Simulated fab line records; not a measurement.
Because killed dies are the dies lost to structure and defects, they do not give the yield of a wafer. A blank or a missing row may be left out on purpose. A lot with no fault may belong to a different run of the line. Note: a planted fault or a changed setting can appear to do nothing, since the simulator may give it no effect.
2 desks looking at one fault + flow n5Finfet + numbers are kept per desk, each desk with only its own; the story behind them comes last

THE TOOL OWNER'S DESK: vaporEtch-02
The tool's own readings at N5_STI_FIN_REVEAL_RECESS_09 (chemistry HF/NH3, target SiO2, afs cycles 11, target depth 42.5 nm, sublimation time 60 s): means of the sampled wafers that have a number, for each lot that ran on this tool. If a lot's mean is further than 4 standard deviations from the usual mean, the lot is out of limits and carries the mark OUT (the distance appears in the brackets).
Columns: A = drypumpMotorCurrentA at N5_STI_FIN_REVEAL_RECESS_09, usual 5.6 A; B = tempC at N5_STI_FIN_REVEAL_RECESS_09, usual 30.01 C
| lot  | first seen here | A   | B     |
|------|-----------------|-----|-------|
| L596 | day 2 17:35     | 5.2 | 29.99 |
| L597 | day 2 23:35     | 5.1 | 29.97 |
| L601 | day 4 00:25     | 5.2 | 30.00 |
| L605 | day 4 22:20     | 5.1 | 29.98 |
| L607 | day 5 10:59     | 5.1 | 30.07 |
| L608 | day 5 16:38     | 5.4 | 30.11 |
| L611 | day 6 11:16     | 5.2 | 30.06 |
Finding of this desk: none of the 7 lots has anything out of limits.

THE METROLOGY DESK
Means of the sampled wafers that have a number, per lot and without regard to the tool the lot ran on: this is what the gauges read. If a lot's mean is further than 4 standard deviations from the usual mean, the lot is out of limits and carries the mark OUT (the distance appears in the brackets). Readings shown: 7 out of 11 (the first out of limits, and those lying furthest out on some lot).
Columns: A = trenchDepthNm at N5_STI_FIN_REVEAL_FIN_H_MEAS_10, usual 52.0 nm; B = DIBL_P at N5_BEOL_M4_RC_MEAS_101, usual 36.4 mV/V; C = IOFF_P at N5_BEOL_M4_RC_MEAS_101, usual 0.219 nA/um; D = ION_N at N5_BEOL_M4_RC_MEAS_101, usual 678 uA/um; E = ION_P at N5_BEOL_M4_RC_MEAS_101, usual 464 uA/um; F = SS_N at N5_BEOL_M4_RC_MEAS_101, usual 71.5 mV/dec; G = VT_N at N5_BEOL_M4_RC_MEAS_101, usual 248.5 mV
| lot  | first seen here | A               | B    | C     | D   | E   | F    | G     |
|------|-----------------|-----------------|------|-------|-----|-----|------|-------|
| L596 | day 2 20:17     | 51.8            | 36.3 | 0.238 | 684 | 467 | 71.7 | 245.8 |
| L597 | day 3 02:39     | 51.9            | 33.3 | 0.177 | 662 | 457 | 70.5 | 254.3 |
| L598 | day 3 07:47     | 53.4            | 35.5 | 0.236 | 680 | 470 | 71.6 | 247.9 |
| L601 | day 4 03:07     | 52.2            | 37.4 | 0.228 | 683 | 465 | 72.3 | 247.7 |
| L605 | day 5 01:02     | 51.9            | 35.1 | 0.189 | 669 | 460 | 71.2 | 249.2 |
| L607 | day 5 13:41     | 51.7            | 35.3 | 0.212 | 677 | 463 | 71.3 | 249.3 |
| L608 | day 5 19:26     | 51.7            | 37.8 | 0.209 | 672 | 457 | 71.9 | 248.2 |
| L610 | day 6 08:44     | 51.2            | 36.9 | 0.256 | 675 | 464 | 72.5 | 246.9 |
| L611 | day 6 13:59     | 55.9 (+7.1) OUT | 35.1 | 0.169 | 706 | 481 | 71.5 | 249.3 |
| L613 | day 7 01:04     | 52.7            | 35.5 | 0.225 | 679 | 467 | 70.8 | 247.7 |
This desk finds L611 out of limits, L611 being first, at day 6 13:59 (trenchDepthNm at N5_STI_FIN_REVEAL_FIN_H_MEAS_10). Within limits: L596, L597, L598, L601, L605, L607, L608, L610, L613.

PUT TOGETHER
At day 6 13:59 the metrology desk could have sounded an alarm, on L611.
The tool owner's desk saw nothing out of limits.
The tool owner's desk has L611 on record, within its limits.
All the named lots went through N5_STI_FIN_REVEAL_RECESS_09 on vaporEtch-02.

WHAT THE SIMULATOR HAD INSERTED
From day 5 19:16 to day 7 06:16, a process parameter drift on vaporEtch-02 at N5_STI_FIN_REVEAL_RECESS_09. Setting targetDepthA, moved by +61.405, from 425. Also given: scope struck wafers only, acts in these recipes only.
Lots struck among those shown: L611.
Time in hours between the start of the fault and the first out-of-limits reading at each desk: metrology desk, 19.
